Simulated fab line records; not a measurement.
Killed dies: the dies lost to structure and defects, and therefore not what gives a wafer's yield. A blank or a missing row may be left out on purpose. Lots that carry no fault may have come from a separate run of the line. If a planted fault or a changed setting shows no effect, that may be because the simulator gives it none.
The tool behind it: which one?	flow nand-harc	Sampling: 15 lots, 45 wafers, 6 of 1159 route steps

## WHAT THE GAUGES READ, wafer by wafer
NHARC_P_GATE_OVL_MEAS_27. Usual: overlay-x-nm -0.2 nm, standard deviation 0.74; overlay-y-nm 0.0 nm, standard deviation 1.
lot	measured	on	overlay-x-nm (nm)	overlay-y-nm (nm)	flag
L285	day 4 15:52	overlay-01	0.5 0.1 -0.5	0.7 0.4 -0.1	
L286	day 4 16:08	overlay-01	-0.1 -0.4 -0.4	1.0 0.8 1.1	
L287	day 5 04:42	overlay-01	-0.3 -0.5 -0.4	1.4 1.6 1.7	
L290	day 5 20:02	overlay-01	-1.0 -0.7 -0.9	-0.1 -0.2 0.4	
L289	day 5 20:26	overlay-01	-0.8 -1.2 -0.6	-0.1 0.3 -0.1	
L291	day 6 09:16	overlay-02	0.4 0.0 0.4	-1.0 -1.0 -0.7	
L293	day 6 20:44	overlay-01	0.1 -0.9 0.5	-0.3 0.1 -0.9	
L294	day 6 21:32	overlay-01	-1.3 -0.8 -0.6	0.6 0.5 0.5	
L298	day 7 23:09	overlay-01	0.2 -0.4 -0.2	1.3 1.3 1.3	
L296	day 7 23:55	overlay-01	1.0 1.5 0.2	0.0 -0.4 0.5	
L297	day 8 01:00	overlay-01	1.3 1.2 0.9	-2.6 -2.7 -2.4	
L300	day 8 11:14	overlay-02	0.0 -0.5 0.4	1.2 1.1 1.4	
L307	day 10 01:41	overlay-01	0.5 0.1 0.4	-0.6 -1.0 -0.9	
L306	day 10 01:50	overlay-02	-0.1 0.2 -0.2	0.0 0.1 0.0	
L308	day 10 05:51	overlay-01	0.4 -0.1 0.2	1.2 1.4 1.4	

NHARC_P_GATE_CD_MEAS_59: target cd 720 nm. Usual: cd-nm 719.3 nm, standard deviation 2.9.
lot	measured	on	cd-nm (nm)	flag
L285	day 5 05:41	cd-sem-02	723.5 722.1 725.9	
L286	day 5 06:11	cd-sem-03	717.5 720.4 717.6	
L287	day 5 18:23	cd-sem-03	721.9 723.6 719.0	
L290	day 6 09:34	cd-sem-03	716.0 717.6 715.4	
L289	day 6 10:08	cd-sem-03	720.8 716.8 719.9	
L291	day 6 23:10	cd-sem-02	723.5 722.2 722.4	
L293	day 7 12:38	cd-sem-02	722.1 721.1 720.3	
L294	day 7 11:35	cd-sem-03	715.4 714.2 717.7	
L298	day 8 13:01	cd-sem-03	718.6 716.3 716.4	
L296	day 8 15:43	cd-sem-03	- - -	OFF
L297	day 8 20:15	cd-sem-02	- - -	OFF
L300	day 9 02:57	cd-sem-02	- - -	OFF
L307	day 10 15:29	cd-sem-03	717.5 719.3 719.8	
L306	day 10 15:47	cd-sem-03	721.7 725.4 721.5	
L308	day 10 20:06	cd-sem-02	719.5 723.6 721.8	

NHARC_P_GATE_INSPECT_68. Usual: raw-defect-count 230, standard deviation 98.
lot	measured	on	raw-defect-count	flag
L285	day 5 11:05	defect-inspect-02	469 171 138	
L286	day 5 11:46	defect-inspect-01	214 308 189	
L287	day 5 23:05	defect-inspect-01	202 161 172	
L290	day 6 14:23	defect-inspect-01	115 141 99	
L289	day 6 15:07	defect-inspect-02	300 541 250	
L291	day 7 03:58	defect-inspect-02	93 165 169	
L293	day 7 17:33	defect-inspect-01	295 212 225	
L294	day 7 16:36	defect-inspect-02	492 288 289	
L298	day 8 17:44	defect-inspect-02	190 263 317	
L296	day 8 20:39	defect-inspect-01	1386 1277 1359	OFF
L297	day 9 01:05	defect-inspect-02	1609 1338 1224	OFF
L300	day 9 08:05	defect-inspect-02	1295 1195 1297	OFF
L307	day 10 20:16	defect-inspect-01	157 199 163	
L306	day 10 21:01	defect-inspect-02	354 102 249	
L308	day 11 00:54	defect-inspect-01	307 300 317	

## EACH LOT AND THE TOOL THAT RAN IT (in order: tool; ch and the chambers of the sampled wafers; start)
lot	NHARC_P_GATE_ALD_36	NHARC_P_GATE_STRIP_111	NHARC_P_GATE_EXPOSE_56
L285	ald-sin-01 ch 0,1,3, day 4 18:31	plasma-asher-02 ch 0,1, day 5 04:35	krf-scanner-03 ch 0, day 5 05:32
L286	ald-sin-04 ch 0,2,3, day 4 17:41	plasma-asher-02 ch 0,1, day 5 04:57	krf-scanner-02 ch 0, day 5 06:01
L287	ald-sin-01 ch 2,3, day 5 06:12	plasma-asher-02 ch 1, day 5 17:13	krf-scanner-04 ch 0, day 5 18:14
L290	ald-sin-04 ch 0,1,2, day 5 23:29	plasma-asher-02 ch 0,1, day 6 08:30	krf-scanner-02 ch 0, day 6 09:25
L289	ald-sin-01 ch 1,3, day 5 21:47	plasma-asher-01 ch 1, day 6 08:55	krf-scanner-03 ch 0, day 6 09:59
L291	ald-sin-02 ch 1,2, day 6 11:43	plasma-asher-01 ch 0, day 6 21:56	krf-scanner-02 ch 0, day 6 23:00
L293	ald-sin-01 ch 0,2,3, day 6 23:41	plasma-asher-02 ch 0,1, day 7 11:25	krf-scanner-03 ch 0, day 7 12:29
L294	ald-sin-04 ch 0,3, day 6 23:14	plasma-asher-02 ch 0,1, day 7 10:20	krf-scanner-02 ch 0, day 7 11:26
L298	ald-sin-02 ch 0,1, day 8 01:53	plasma-asher-02 ch 0,1, day 8 12:01	krf-scanner-03 ch 0, day 8 12:52
L296	ald-sin-04 ch 1,2,3, day 8 02:42	plasma-asher-01 ch 0,1, day 8 14:32	krf-scanner-03, day 8 15:34
L297	ald-sin-02 ch 0,1,3, day 8 08:12	plasma-asher-01 ch 0,1, day 8 19:02	krf-scanner-04, day 8 20:06
L300	ald-sin-01 ch 0,2, day 8 13:58	plasma-asher-01 ch 0, day 9 01:42	krf-scanner-03, day 9 02:47
L307	ald-sin-01 ch 2,3, day 10 03:05	plasma-asher-01 ch 0,1, day 10 14:22	krf-scanner-03 ch 0, day 10 15:21
L306	ald-sin-02 ch 0,1,3, day 10 03:16	plasma-asher-02 ch 0,1, day 10 14:32	krf-scanner-04 ch 0, day 10 15:38
L308	ald-sin-04 ch 0,1,3, day 10 09:59	plasma-asher-02 ch 0,1, day 10 18:56	krf-scanner-03 ch 0, day 10 19:57
- NHARC_P_GATE_ALD_36: deposits SiNx, target thk 20 nm, pulse time 60 s, ald cycles 223.
- NHARC_P_GATE_STRIP_111: strips in N2/H2, time 250 s.
- NHARC_P_GATE_EXPOSE_56: exposes mask P PSD, target cd 720 nm.

## AS READ BY THE TOOLS THEMSELVES (means over the sampled wafers that have a number; for cases with no such wafer, the mark the record gives instead)
NHARC_P_GATE_ALD_36. Usual: heater-power-w 816 W, standard deviation 99; precursor-pulse-height-rel 0.999, standard deviation 0.02.
lot	tool	heater-power-w (W)	precursor-pulse-height-rel	flag
L285	ald-sin-01	734	0.989	
L286	ald-sin-04	839	0.987	
L287	ald-sin-01	809	1.015	
L290	ald-sin-04	862	0.991	
L289	ald-sin-01	772	1.000	
L291	ald-sin-02	906	1.022	
L293	ald-sin-01	788	0.990	
L294	ald-sin-04	877	0.998	
L298	ald-sin-02	845	1.011	
L296	ald-sin-04	793	1.005	
L297	ald-sin-02	853	1.008	
L300	ald-sin-01	697	1.002	
L307	ald-sin-01	800	1.007	
L306	ald-sin-02	853	1.015	
L308	ald-sin-04	821	1.015	

NHARC_P_GATE_STRIP_111. Usual: drypump-motor-current-A 5.49 A, standard deviation 0.27; heater-power-w 96 W, standard deviation 3.1.
lot	tool	drypump-motor-current-A (A)	heater-power-w (W)	flag
L285	plasma-asher-02	5.56	98	
L286	plasma-asher-02	5.55	99	
L287	plasma-asher-02	5.31	93	
L290	plasma-asher-02	5.55	98	
L289	plasma-asher-01	5.86	98	
L291	plasma-asher-01	5.16	93	
L293	plasma-asher-02	5.53	98	
L294	plasma-asher-02	5.54	97	
L298	plasma-asher-02	5.54	100	
L296	plasma-asher-01	5.40	94	
L297	plasma-asher-01	5.37	95	
L300	plasma-asher-01	5.18	92	
L307	plasma-asher-01	5.40	94	
L306	plasma-asher-02	5.42	96	
L308	plasma-asher-02	5.53	98	

NHARC_P_GATE_EXPOSE_56. Usual: exposure-dose-mJ-cm2 14.808, standard deviation 0.014; focus-offset-nm 0.2 nm, standard deviation 0.5.
lot	tool	exposure-dose-mJ-cm2	focus-offset-nm (nm)	flag
L285	krf-scanner-03	14.821	0.0	
L286	krf-scanner-02	14.794	0.5	
L287	krf-scanner-04	14.814	-0.1	
L290	krf-scanner-02	14.815	0.2	
L289	krf-scanner-03	14.800	0.7	
L291	krf-scanner-02	14.801	-0.3	
L293	krf-scanner-03	14.786	-0.1	
L294	krf-scanner-02	14.810	0.4	
L298	krf-scanner-03	14.810	0.0	
L296	krf-scanner-03	-	-	OFF
L297	krf-scanner-04	-	-	OFF
L300	krf-scanner-03	-	-	OFF
L307	krf-scanner-03	14.803	0.5	
L306	krf-scanner-04	14.815	0.3	
L308	krf-scanner-03	14.811	0.1	

## THE ANSWER, worked out from the rows above alone
Rule: take the mean of a lot's wafers that have a number; if it is more than 3 standard deviations from the usual mean, the lot is off. A lot without any number at a reading at which 4 lots or more have one is off too. The other lots that the step has rows for count as sound. Order of review: gauges by route order, followed by the tools' own readings, for which a lot's mean as printed above is used. The first step at which some lot is off is used, and at that step the reading that is off furthest; a lot without a number counts as furthest.
Off, at NHARC_P_GATE_CD_MEAS_59 on cd-nm: L296, L297, L300. Without a number there: L296, L297, L300.
A tool fits if, at a process step before that reading, it ran every lot that is off, and no sound lot after the first of them. The gauges at NHARC_P_GATE_CD_MEAS_59 aren't tried: what is off there is off at NHARC_P_GATE_INSPECT_68 too, on other tools, and a gauge's error can't cause that. Not one of the candidates tried fits.

## WHAT THE SIMULATOR HAD PUT IN
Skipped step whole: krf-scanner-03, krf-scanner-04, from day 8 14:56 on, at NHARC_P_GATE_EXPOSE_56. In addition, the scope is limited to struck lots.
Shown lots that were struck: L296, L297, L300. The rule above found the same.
